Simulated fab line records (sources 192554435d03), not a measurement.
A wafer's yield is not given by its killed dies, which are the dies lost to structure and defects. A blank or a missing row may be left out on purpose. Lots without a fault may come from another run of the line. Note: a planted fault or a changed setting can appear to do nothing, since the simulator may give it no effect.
Which tool did it?    flow n5 finfet    24 lots, 72 wafers sampled, at 6 steps of a route of 1938

## WHAT THE GAUGES READ, wafer by wafer
N5_BEOL_M10_INSPECT_30: inspects for defects (brightfield).
lot   measured      on                 raw defect count
L076  day 11 14:52  defect inspect-02  561 506 581
L074  day 11 19:24  defect inspect-01  440 448 523
L075  day 11 22:44  defect inspect-01  320 373 386
L077  day 11 22:34  defect inspect-01  297 295 417
L078  day 12 17:40  defect inspect-01  272 413 363
L080  day 12 21:52  defect inspect-01  425 381 460
L079  day 12 21:42  defect inspect-02  696 614 530
L081  day 12 22:18  defect inspect-01  336 435 341
L082  day 13 06:55  defect inspect-01  288 337 300
L083  day 14 04:44  defect inspect-01  379 289 322
L084  day 14 08:29  defect inspect-02  502 485 632
L087  day 14 15:23  defect inspect-01  319 397 353
L085  day 14 17:13  defect inspect-01  642 421 294
L086  day 14 18:35  defect inspect-02  656 516 599
L091  day 15 21:15  defect inspect-02  586 367 466
L089  day 16 00:40  defect inspect-01  428 422 366
L090  day 16 00:38  defect inspect-02  397 328 408
L088  day 16 00:50  defect inspect-01  582 303 355
L092  day 16 01:01  defect inspect-01  303 513 406
L094  day 16 11:56  defect inspect-02  305 467 296
L093  day 16 14:04  defect inspect-02  546 502 454
L095  day 16 22:51  defect inspect-01  433 340 450
L097  day 17 08:54  defect inspect-02  483 633 478
L096  day 17 09:04  defect inspect-02  492 406 402

N5_BEOL_M10_INSPECT_58: inspects for defects (darkfield).
lot   measured      on                 raw defect count
L076  day 11 18:30  defect inspect-02  71 86 167
L074  day 11 22:20  defect inspect-01  75 49 35
L075  day 12 02:09  defect inspect-01  65 42 66
L077  day 12 01:48  defect inspect-02  110 104 111
L078  day 12 21:31  defect inspect-01  48 57 71
L080  day 13 01:38  defect inspect-02  132 95 86
L079  day 13 01:20  defect inspect-02  135 115 87
L081  day 13 03:40  defect inspect-01  72 83 81
L082  day 13 11:46  defect inspect-01  157 82 60
L083  day 14 07:46  defect inspect-02  62 64 84
L084  day 14 12:12  defect inspect-02  56 67 115
L087  day 14 18:51  defect inspect-01  68 87 70
L085  day 14 20:58  defect inspect-02  55 76 86
L086  day 14 21:58  defect inspect-02  68 60 38
L091  day 16 02:08  defect inspect-01  98 54 96
L089  day 16 04:11  defect inspect-01  59 52 63
L090  day 16 03:37  defect inspect-01  65 75 79
L088  day 16 05:32  defect inspect-01  58 54 85
L092  day 16 06:51  defect inspect-02  78 66 86
L094  day 16 16:50  defect inspect-01  90 60 91
L093  day 16 18:04  defect inspect-02  94 72 99
L095  day 17 02:55  defect inspect-02  70 86 76
L097  day 17 12:19  defect inspect-01  59 66 78
L096  day 17 14:25  defect inspect-02  52 41 57

## EACH LOT AND THE TOOL THAT RAN IT (in order: tool; ch and the chambers of the sampled wafers; start)
lot   N5_BEOL_M9_ALD_74                    N5_BEOL_M10_HM_OPEN_17             N5_BEOL_M10_CURE_72            N5_BEOL_M10_SPUTTER_48
L076  ald metal-02 ch 0,1, day 11 08:43    rie metal-02 ch 0,1, day 11 13:11  uv cure-01 ch 0, day 11 15:51  pvd sputter-01, day 11 16:59
L074  ald metal-02 ch 0,1,2, day 11 11:48  rie metal-02 ch 0,1, day 11 16:13  uv cure-02 ch 1, day 11 20:07  pvd sputter-02, day 11 21:19
L075  ald metal-04 ch 0,1,2, day 11 15:52  rie metal-01 ch 1, day 11 21:12    uv cure-03 ch 0, day 11 23:28  pvd sputter-02, day 12 00:36
L077  ald metal-03 ch 1,2,3, day 11 16:01  rie metal-03 ch 0,1, day 11 21:13  uv cure-02 ch 2, day 11 23:20  pvd sputter-01, day 12 00:31
L078  ald metal-03 ch 0,1,2, day 12 10:04  rie metal-03 ch 0,1, day 12 15:14  uv cure-02 ch 2, day 12 18:38  pvd sputter-03, day 12 19:53
L080  ald metal-04 ch 1,2,3, day 12 15:33  rie metal-03 ch 0,1, day 12 20:53  uv cure-01 ch 1, day 12 22:41  pvd sputter-01, day 12 23:59
L079  ald metal-02 ch 0,2,3, day 12 15:55  rie metal-01 ch 0, day 12 20:31    uv cure-03 ch 2, day 12 22:32  pvd sputter-03, day 12 23:58
L081  ald metal-04 ch 1,2,3, day 12 16:17  rie metal-03 ch 0,1, day 12 21:23  uv cure-02 ch 2, day 12 23:27  pvd sputter-01, day 13 02:08
L082  ald metal-04 ch 0,1, day 12 23:27    rie metal-02 ch 0,1, day 13 05:01  uv cure-01 ch 2, day 13 07:38  pvd sputter-02, day 13 10:32
L083  ald metal-04 ch 1,2,3, day 13 18:31  rie metal-01 ch 0,1, day 14 00:29  uv cure-02 ch 2, day 14 05:28  pvd sputter-01, day 14 06:47
L084  ald metal-03 ch 0,1,2, day 14 00:53  rie metal-02 ch 0, day 14 06:32    uv cure-01 ch 2, day 14 09:33  pvd sputter-03, day 14 10:39
L087  ald metal-02 ch 0,2,3, day 14 09:54  rie metal-03 ch 0,1, day 14 14:40  uv cure-02 ch 0, day 14 16:09  pvd sputter-03, day 14 17:50
L085  ald metal-03 ch 0,2,3, day 14 09:57  rie metal-03 ch 0,1, day 14 15:30  uv cure-01 ch 1, day 14 18:02  pvd sputter-01, day 14 19:54
L086  ald metal-02 ch 0,1,2, day 14 10:10  rie metal-03 ch 0,1, day 14 15:34  uv cure-01 ch 0, day 14 19:19  pvd sputter-03, day 14 20:34
L091  ald metal-04 ch 0,2,3, day 15 15:46  rie metal-01 ch 0,1, day 15 20:29  uv cure-01 ch 2, day 15 22:34  pvd sputter-03, day 16 01:08
L089  ald metal-02 ch 0,3, day 15 15:55    rie metal-01 ch 1, day 15 21:05    uv cure-01 ch 0, day 16 01:50  pvd sputter-02, day 16 02:45
L090  ald metal-04 ch 0,2, day 15 16:15    rie metal-01 ch 0,1, day 15 22:09  uv cure-01 ch 1, day 16 01:29  pvd sputter-02, day 16 02:35
L088  ald metal-02 ch 1,2,3, day 15 17:34  rie metal-02 ch 0,1, day 15 22:26  uv cure-02 ch 2, day 16 01:55  pvd sputter-01, day 16 04:33
L092  ald metal-03 ch 1,2, day 15 18:55    rie metal-02 ch 0, day 15 22:44    uv cure-03 ch 0, day 16 02:29  pvd sputter-02, day 16 05:52
L094  ald metal-04 ch 0,1,3, day 16 07:01  rie metal-02 ch 0,1, day 16 11:11  uv cure-02 ch 0, day 16 12:50  pvd sputter-01, day 16 15:26
L093  ald metal-02 ch 0,1,3, day 16 07:14  rie metal-01 ch 0,1, day 16 11:25  uv cure-02 ch 2, day 16 15:01  pvd sputter-03, day 16 16:27
L095  ald metal-03 ch 1,2,3, day 16 15:25  rie metal-02 ch 0,1, day 16 20:35  uv cure-01 ch 2, day 16 23:47  pvd sputter-02, day 17 01:12
L097  ald metal-04 ch 0,1,3, day 17 00:13  rie metal-03 ch 0,1, day 17 05:04  uv cure-02 ch 1, day 17 09:38  pvd sputter-02, day 17 11:07
L096  ald metal-02 ch 0,1,2, day 17 00:17  rie metal-01 ch 0,1, day 17 05:20  uv cure-03 ch 0, day 17 09:59  pvd sputter-01, day 17 13:13
- N5_BEOL_M9_ALD_74: deposits TaN, target thk 2 nm, pulse time 2 s, purge time 3 s.
- N5_BEOL_M10_HM_OPEN_17: chemistry Cl2/BCl3, target TiN, target depth 20 nm, overetch 6 nm.
- N5_BEOL_M10_CURE_72: cures SiCOH lowk, time 120 s.
- N5_BEOL_M10_SPUTTER_48: material Cu, target thk 12 nm, time 2 s.

## AS READ BY THE TOOLS THEMSELVES (means over the sampled wafers that have a number; for cases with no such wafer, the mark the record gives instead)
N5_BEOL_M9_ALD_74.
lot   tool          heater power w (W)
L076  ald metal-02  322
L074  ald metal-02  327
L075  ald metal-04  370
L077  ald metal-03  458
L078  ald metal-03  430
L080  ald metal-04  368
L079  ald metal-02  379
L081  ald metal-04  368
L082  ald metal-04  377
L083  ald metal-04  375
L084  ald metal-03  429
L087  ald metal-02  382
L085  ald metal-03  453
L086  ald metal-02  332
L091  ald metal-04  365
L089  ald metal-02  384
L090  ald metal-04  363
L088  ald metal-02  358
L092  ald metal-03  438
L094  ald metal-04  371
L093  ald metal-02  368
L095  ald metal-03  468
L097  ald metal-04  372
L096  ald metal-02  334

N5_BEOL_M10_HM_OPEN_17.
lot   tool          drypump motor current A (A)  oes_ar_750_au (a.u.)  oes product au (a.u.)  throttle valve pct (%)
L076  rie metal-02  5.8                          0.75                  0.67                   21.98
L074  rie metal-02  5.8                          0.75                  0.66                   21.98
L075  rie metal-01  5.1                          0.62                  0.53                   22.24
L077  rie metal-03  5.2                          0.82                  0.70                   22.04
L078  rie metal-03  5.2                          0.81                  0.69                   22.06
L080  rie metal-03  5.2                          0.80                  0.68                   22.05
L079  rie metal-01  6.7                          0.77                  0.64                   22.46
L081  rie metal-03  5.2                          0.80                  0.69                   22.04
L082  rie metal-02  5.7                          0.74                  0.66                   21.99
L083  rie metal-01  6.2                          0.82                  0.69                   22.32
L084  rie metal-02  5.7                          0.80                  0.71                   21.83
L087  rie metal-03  5.2                          0.84                  0.72                   22.13
L085  rie metal-03  5.2                          0.84                  0.73                   22.12
L086  rie metal-03  5.2                          0.79                  0.68                   22.07
L091  rie metal-01  6.2                          0.79                  0.67                   22.34
L089  rie metal-01  5.1                          0.91                  0.77                   22.02
L090  rie metal-01  6.2                          0.79                  0.68                   22.33
L088  rie metal-02  5.8                          0.84                  0.74                   21.95
L092  rie metal-02  5.7                          0.80                  0.69                   21.85
L094  rie metal-02  5.8                          0.87                  0.78                   22.05
L093  rie metal-01  6.2                          0.79                  0.68                   22.32
L095  rie metal-02  5.8                          0.86                  0.77                   22.05
L097  rie metal-03  5.2                          0.77                  0.66                   22.07
L096  rie metal-01  5.6                          0.84                  0.71                   22.19

N5_BEOL_M10_CURE_72.
lot   tool        lamp power pct (%)  wafer_temp_C_max
L076  uv cure-01  52.38               371.5
L074  uv cure-02  52.34               372.0
L075  uv cure-03  52.31               371.1
L077  uv cure-02  52.29               371.4
L078  uv cure-02  52.29               371.8
L080  uv cure-01  52.31               371.6
L079  uv cure-03  52.28               372.2
L081  uv cure-02  52.31               372.1
L082  uv cure-01  52.27               370.7
L083  uv cure-02  52.33               372.1
L084  uv cure-01  52.35               370.7
L087  uv cure-02  52.34               372.2
L085  uv cure-01  52.34               371.8
L086  uv cure-01  52.31               371.1
L091  uv cure-01  52.29               371.0
L089  uv cure-01  52.32               371.1
L090  uv cure-01  52.34               372.1
L088  uv cure-02  52.22               372.1
L092  uv cure-03  52.34               370.9
L094  uv cure-02  52.28               372.3
L093  uv cure-02  52.28               371.7
L095  uv cure-01  52.32               370.8
L097  uv cure-02  52.27               371.9
L096  uv cure-03  52.28               370.5

N5_BEOL_M10_SPUTTER_48.
lot   tool            throttle valve pct (%)
L076  pvd sputter-01  31.2
L074  pvd sputter-02  29.6
L075  pvd sputter-02  29.3
L077  pvd sputter-01  31.1
L078  pvd sputter-03  30.1
L080  pvd sputter-01  31.5
L079  pvd sputter-03  30.1
L081  pvd sputter-01  31.4
L082  pvd sputter-02  29.7
L083  pvd sputter-01  31.1
L084  pvd sputter-03  29.5
L087  pvd sputter-03  30.2
L085  pvd sputter-01  31.4
L086  pvd sputter-03  29.2
L091  pvd sputter-03  30.1
L089  pvd sputter-02  29.7
L090  pvd sputter-02  29.2
L088  pvd sputter-01  31.5
L092  pvd sputter-02  29.4
L094  pvd sputter-01  30.8
L093  pvd sputter-03  29.4
L095  pvd sputter-02  28.7
L097  pvd sputter-02  29.0
L096  pvd sputter-01  31.1

## THE ANSWER, worked out from the rows above alone
Rule: what is usual is taken from the lots themselves. The widest of any qualifying gaps counts: lots, ordered by their means at a reading, are off when they make up no more than a third of the lots, leave a main group of 4 or more, and stand apart from it by 3 or more times the standard deviation of that group's means. A main group is skipped when, at the precision printed for the reading in the tables above, its means are all equal. Also off: a lot with no number at a reading for which 4 or more lots have one. Any other lot the step has rows for is counted as sound. The gauges are gone through in route order, then the tools' own readings, and for those a lot's mean is taken as printed above. At the first step where some lot is off, the reading lying furthest off is the one used; lots without a number count as furthest.
Across all readings shown, no lot is off: no conclusion can be drawn from this.

## WHAT HAD BEEN PUT IN BY THE SIMULATOR
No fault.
